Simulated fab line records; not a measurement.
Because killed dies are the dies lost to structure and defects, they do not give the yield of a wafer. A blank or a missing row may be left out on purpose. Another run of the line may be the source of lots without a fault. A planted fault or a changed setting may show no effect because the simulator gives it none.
Matching of chambers / flow nandHarc / rieDiel-07 running NHARC_A_CHANNEL_HOLE_D1_ETCH_44: 4 sister chambers
The step etches the open film in CF4/O2, target depth 140 nm, overetch 14 nm, time 77 s. 18 wafers are shown with their chamber, then 8 later ones without.

## EACH WAFER AND ITS CHAMBER
wafer=L249.1; chamber=1; showerheadPlenumPTorr (Torr)=1.25; drypumpMotorCurrentA (A)=6.2; rfVppV (V)=196.3
wafer=L249.4; chamber=2; showerheadPlenumPTorr (Torr)=1.34; drypumpMotorCurrentA (A)=6.0; rfVppV (V)=197.4
wafer=L249.5; chamber=2; showerheadPlenumPTorr (Torr)=1.34; drypumpMotorCurrentA (A)=5.9; rfVppV (V)=198.2
wafer=L253.1; chamber=3; showerheadPlenumPTorr (Torr)=1.34; drypumpMotorCurrentA (A)=6.6; rfVppV (V)=197.2
wafer=L253.3; chamber=0; showerheadPlenumPTorr (Torr)=1.31; drypumpMotorCurrentA (A)=5.7; rfVppV (V)=196.7
wafer=L253.5; chamber=3; showerheadPlenumPTorr (Torr)=1.34; drypumpMotorCurrentA (A)=6.6; rfVppV (V)=197.5
wafer=L255.2; chamber=2; showerheadPlenumPTorr (Torr)=1.34; drypumpMotorCurrentA (A)=6.0; rfVppV (V)=199.2
wafer=L255.3; chamber=0; showerheadPlenumPTorr (Torr)=1.31; drypumpMotorCurrentA (A)=5.7; rfVppV (V)=197.5
wafer=L255.5; chamber=2; showerheadPlenumPTorr (Torr)=1.34; drypumpMotorCurrentA (A)=6.0; rfVppV (V)=197.8
wafer=L257.2; chamber=2; showerheadPlenumPTorr (Torr)=1.34; drypumpMotorCurrentA (A)=6.0; rfVppV (V)=198.9
wafer=L257.3; chamber=1; showerheadPlenumPTorr (Torr)=1.25; drypumpMotorCurrentA (A)=6.2; rfVppV (V)=195.6
wafer=L257.5; chamber=0; showerheadPlenumPTorr (Torr)=1.31; drypumpMotorCurrentA (A)=5.7; rfVppV (V)=199.0
wafer=L261.1; chamber=3; showerheadPlenumPTorr (Torr)=1.34; drypumpMotorCurrentA (A)=6.6; rfVppV (V)=198.3
wafer=L261.2; chamber=1; showerheadPlenumPTorr (Torr)=1.24; drypumpMotorCurrentA (A)=6.1; rfVppV (V)=195.7
wafer=L261.3; chamber=2; showerheadPlenumPTorr (Torr)=1.34; drypumpMotorCurrentA (A)=6.0; rfVppV (V)=198.0
wafer=L263.2; chamber=0; showerheadPlenumPTorr (Torr)=1.31; drypumpMotorCurrentA (A)=5.7; rfVppV (V)=197.5
wafer=L263.4; chamber=2; showerheadPlenumPTorr (Torr)=1.34; drypumpMotorCurrentA (A)=5.9; rfVppV (V)=197.9
wafer=L263.5; chamber=1; showerheadPlenumPTorr (Torr)=1.24; drypumpMotorCurrentA (A)=6.2; rfVppV (V)=197.2

SIGNATURES, as means of the wafers listed above
reading=showerheadPlenumPTorr; chamber 0=1.3100; chamber 1=1.2450; chamber 2=1.3400; chamber 3=1.3400; scatter within a chamber=0.00267
reading=drypumpMotorCurrentA; chamber 0=5.700; chamber 1=6.175; chamber 2=5.971; chamber 3=6.600; scatter within a chamber=0.0394
reading=rfVppV; chamber 0=197.675; chamber 1=196.200; chamber 2=198.200; chamber 3=197.667; scatter within a chamber=0.73
Rule: a wafer's distance from a chamber is the root of the sum, over the readings, of the square of ((its reading less the chamber's mean) divided by the reading's scatter). If the next closest chamber is less than 2 further off than the closest, the wafer can't be placed; otherwise it belongs to the closest. The scatter: take each reading less its chamber's mean, square it, sum over the shown wafers, divide by the number of wafers less the number of chambers, and take the root.

## WAFERS WHOSE CHAMBER IS MISSING
wafer=L267.1; showerheadPlenumPTorr (Torr)=1.31; drypumpMotorCurrentA (A)=5.7; rfVppV (V)=197.4
wafer=L267.3; showerheadPlenumPTorr (Torr)=1.34; drypumpMotorCurrentA (A)=6.0; rfVppV (V)=198.2
wafer=L267.4; showerheadPlenumPTorr (Torr)=1.33; drypumpMotorCurrentA (A)=6.6; rfVppV (V)=198.9
wafer=L268.2; showerheadPlenumPTorr (Torr)=1.33; drypumpMotorCurrentA (A)=6.6; rfVppV (V)=199.0
wafer=L268.4; showerheadPlenumPTorr (Torr)=1.31; drypumpMotorCurrentA (A)=5.7; rfVppV (V)=197.2
wafer=L268.6; showerheadPlenumPTorr (Torr)=1.31; drypumpMotorCurrentA (A)=5.7; rfVppV (V)=196.5
wafer=L269.4; showerheadPlenumPTorr (Torr)=1.24; drypumpMotorCurrentA (A)=6.2; rfVppV (V)=194.9
wafer=L269.5; showerheadPlenumPTorr (Torr)=1.34; drypumpMotorCurrentA (A)=6.0; rfVppV (V)=196.7

## WHICH CHAMBER EACH WENT THROUGH
wafer=L267.1; from the rows above=0; in truth=0
wafer=L267.3; from the rows above=2; in truth=2
wafer=L267.4; from the rows above=3; in truth=3
wafer=L268.2; from the rows above=3; in truth=3
wafer=L268.4; from the rows above=0; in truth=0
wafer=L268.6; from the rows above=0; in truth=0
wafer=L269.4; from the rows above=1; in truth=1
wafer=L269.5; from the rows above=2; in truth=2
Correct placement for 8 of the 8. Not placeable from these rows: 0. 0 placed wrongly.
